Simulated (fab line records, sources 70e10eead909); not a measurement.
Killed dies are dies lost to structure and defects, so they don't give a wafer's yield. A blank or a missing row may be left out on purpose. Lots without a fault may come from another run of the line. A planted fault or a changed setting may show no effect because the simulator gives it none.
Problem report in the 8D (eight disciplines) form, filled by code | flow nand_harc | the parts of the form that need people (team, actions taken, sign-off) are left out

1. THE PROBLEM
wafer_temp_C_max at NHARC_A_WL_FILL_RTA_01 reads a mean of 966.3 on 6 wafers of 2 lots; wafers without a fault read 1005.0 with a standard deviation of 1.2. That is -32 standard deviations from the usual mean.
The step: time 5 s.
First seen on wafer L591.2, day 22 08:25, on rtp_anneal-01. The record holds 42 wafers of 14 lots with a number at this step. Rule for "out", or "out of limits": more than 4 standard deviations from the usual mean. The other wafers with a number count as sound.

2. WHAT IT IS AND WHAT IT IS NOT
question                    | is                     | is not
which readings at this step | wafer_temp_C_max       | lamp_power_pct, lamp_zone_5_pct
which lots                  | L591, L592             | L586, L588, L589, L590, L601, L602, L603, L604, L605, L606, L607, L608
which wafers of those lots  | all that have a number | -
read on which tools         | rtp_anneal-01          | rtp_anneal-02
when                        | from day 22 08:25      | up to then (12 sound wafers); but 24 sound wafers of L601, L602, L603, L604, L605, L606, L607, L608 came after

3. SUSPECTS, AND WHAT RULES EACH OUT
Counting: a tool at a process step up to the reading stays a suspect if it ran every lot that is out and no sound lot after the first of them.
- rtp_anneal-01 at NHARC_A_WL_FILL_RTA_01 (time 5 s): ruled out as a lasting fault. Sound lots L603, L604, L608 ran on it after its first lot that is out, L591 (day 22 08:25).
Left after counting: nothing in the record.

4. THE CAUSE (what the simulator had put in)
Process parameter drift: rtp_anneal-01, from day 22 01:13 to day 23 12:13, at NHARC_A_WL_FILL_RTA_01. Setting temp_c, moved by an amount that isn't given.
Counting ruled it out, wrongly.

5. THE CHAIN OF EFFECTS, in route order
Each row: a reading whose mean over the struck wafers that have a number lies more than 3 standard deviations from the usual. Only readings for which the record gives a usual standard deviation are gone through. hours: the time from each lot's start at the first step in this table that gives one to its start at this step, as a median over the lots. sigmas: the change in usual standard deviations.
hours | step                   | reading          | usual  | on struck wafers | change | sigmas
0     | NHARC_A_WL_FILL_RTA_01 | wafer_temp_C_max | 1005.0 | 966.3            | -38.7  | -32
The process steps in it:
- NHARC_A_WL_FILL_RTA_01: time 5 s.

6. WHAT WOULD HAVE CAUGHT IT SOONER
In this record the first reading out of limits was taken at day 22 08:25, 7 hours after the fault began at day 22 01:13.
